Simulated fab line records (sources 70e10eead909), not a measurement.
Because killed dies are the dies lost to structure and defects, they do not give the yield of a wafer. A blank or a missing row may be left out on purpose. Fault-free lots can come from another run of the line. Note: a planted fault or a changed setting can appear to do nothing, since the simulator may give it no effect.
Comparing a struck lot with a sound one + flow nand harc + 15 steps out of a route of 1302
Sound: the wafers L929.1, L929.4, L929.6. Struck: wafers L928.3, L928.6. (L928.1 of the same lot was not struck and is left out.) The cause comes at the end.
At each step with rows: each side's tool, then ch and its chambers, then its first start. Under that, the readings that differ: sound wafers + struck wafers + difference of the means + sigmas: that difference in standard deviations of wafers without a fault.
alike: readings whose means differ by less than 2 such deviations, and words and numbers that are the same on both sides. not compared: withheld readings, readings that some wafer has no value for, bounds like >300 that may hide the same value, and numbers for which the record gives no deviation and whose values overlap.
A row with sigmas, a row that says differs or no value, or rows on one side alone: a step with any of these is where the two part. Non-overlapping numbers with no deviation appear without sigmas and do not part them. Lack of a reading on every wafer of one side parts them only where that side has two or more wafers.

first, 1 step without rows for these wafers: NHARC_A_ONON_D1_DEP_12 (target thk 1000 nm).
NHARC_A_ONON_D1_THK_MEAS_14: measures by ellipsometry.
  sound on film metro-01, day 16 02:21; struck on film metro-01, day 16 02:25
  alike: thk nm
then, 2 steps without rows for these wafers: NHARC_A_ONON_D1_ANNEAL_15 (time 3600 s); NHARC_A_ONON_D1_DEP_16 (target thk 1000 nm).
NHARC_A_ONON_D1_THK_MEAS_18: measures by ellipsometry.
  sound on film metro-01, day 16 10:32; struck on film metro-02, day 16 10:32
  alike: thk nm
following that, 1 step holds no rows for these wafers, namely NHARC_A_ONON_D1_DEP_19 (target thickness 1000 nm).
NHARC_A_ONON_D1_THK_MEAS_21: measures by ellipsometry.
  sound on film metro-02, day 16 11:06; struck on film metro-01, day 16 11:06
| reading     | sound          | struck    | difference | sigmas |
|-------------|----------------|-----------|------------|--------|
| thk nm (nm) | 1027 1027 1027 | 1001 1000 | -26        | -3     |
following that, 1 step holds no rows for these wafers, namely NHARC_A_ONON_D1_DEP_22 (target thickness 1000 nm).
NHARC_A_ONON_D1_THK_MEAS_24: measures by ellipsometry.
  sound on film metro-02, day 16 11:40; struck on film metro-01, day 16 11:40
  alike: thk nm
following that, 1 step holds no rows for these wafers, namely NHARC_A_ONON_D1_DEP_25 (target thickness 1000 nm).
NHARC_A_ONON_D1_THK_MEAS_27: measures by ellipsometry.
  sound on film metro-01, day 16 12:14; struck on film metro-02, day 16 12:14
  alike: thk nm
NHARC_A_ONON_D1_DEP_28: target thk 1000 nm.
  sound on pecvd onon-03 ch 0, day 16 12:17; struck on pecvd onon-01 ch 0, day 16 12:18
  alike: nh3 flow sccm
NHARC_A_ONON_D1_THK_MEAS_30: measures by ellipsometry.
  sound on film metro-01, day 16 12:48; struck on film metro-01, day 16 12:49
| reading     | sound       | struck  | difference | sigmas |
|-------------|-------------|---------|------------|--------|
| thk nm (nm) | 992 992 989 | 720 721 | -270       | -30    |
NHARC_A_ONON_D1_DEP_33: deposits SiO2, target thk 200 nm.
  sound on pecvd-04 ch 0,1,2, day 16 13:15; struck on pecvd-02 ch 0, day 16 13:16
  alike: heater power w, showerhead vpp V, throttle valve pct
  not compared: since wet clean h
-- break in the record here, with 16 days between the starts of the struck wafers on either side (left off in module A_ONON_D1, picked up again in module END, where the first step shown is number 1302 on the route) --
NHARC_END_SORT_01:
  the record has rows for the struck wafers here (prober-02 ch 0, day 32 22:34) and none for the sound ones

WHERE THEY PART
At NHARC_A_ONON_D1_THK_MEAS_21 first; at NHARC_END_SORT_01 last (within this record only).

WHY: what had been put in by the simulator
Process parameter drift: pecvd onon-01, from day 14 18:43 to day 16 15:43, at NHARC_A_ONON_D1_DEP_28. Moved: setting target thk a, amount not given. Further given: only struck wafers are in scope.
